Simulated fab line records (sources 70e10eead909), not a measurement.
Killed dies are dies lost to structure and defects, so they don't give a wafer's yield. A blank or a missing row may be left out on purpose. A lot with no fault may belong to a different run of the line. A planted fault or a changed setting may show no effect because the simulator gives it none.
Chamber matching / flow nandHarc / NHARC_A_CONTACT_ALD_18 on aldMetal-01 has 4 sister chambers
The step deposits TiN, target thk 3 nm, pulse time 1 s, ald cycles 150. 4 wafers are shown with their chamber, then 9 later ones without.

WAFERS WITH THEIR CHAMBER
wafer=L080.1; chamber=1; heaterPowerW (W)=1101
wafer=L088.1; chamber=2; heaterPowerW (W)=1012
wafer=L088.3; chamber=3; heaterPowerW (W)=1156
wafer=L088.4; chamber=0; heaterPowerW (W)=1081

WAFERS MISSING THEIR CHAMBER
wafer=L089.2; heaterPowerW (W)=1004
wafer=L089.4; heaterPowerW (W)=1100
wafer=L089.5; heaterPowerW (W)=1020
wafer=L091.1; heaterPowerW (W)=1092
wafer=L091.4; heaterPowerW (W)=1001
wafer=L091.5; heaterPowerW (W)=1011
wafer=L095.2; heaterPowerW (W)=993
wafer=L095.4; heaterPowerW (W)=980
wafer=L095.6; heaterPowerW (W)=1100

WHICH CHAMBER EACH WENT THROUGH
wafer=L089.2; from the rows above=2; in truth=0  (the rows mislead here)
wafer=L089.4; from the rows above=can't be placed: 1 or 0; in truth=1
wafer=L089.5; from the rows above=2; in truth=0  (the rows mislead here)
wafer=L091.1; from the rows above=can't be placed: 1 or 0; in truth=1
wafer=L091.4; from the rows above=2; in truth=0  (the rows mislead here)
wafer=L091.5; from the rows above=2; in truth=2
wafer=L095.2; from the rows above=2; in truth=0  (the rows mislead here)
wafer=L095.4; from the rows above=2; in truth=2
wafer=L095.6; from the rows above=can't be placed: 1 or 0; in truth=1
Correctly placed: 2 of 9. Unplaceable from these rows: 3, with the true chamber sitting among the candidates in 3. 4 placed wrongly.
How it was worked out, from the rows above alone: a wafer's distance from a chamber is the root of the sum, over the readings, of the square of ((its reading less the chamber's mean) divided by the reading's scatter). The wafer belongs to the nearest chamber; if the next one is less than 2 further off, it can't be placed. A chamber's mean is the mean of its shown wafers. The scatter (one wafer shown for each chamber): square how far every hidden wafer sits from the nearest shown wafer, average those squares and take the square root.
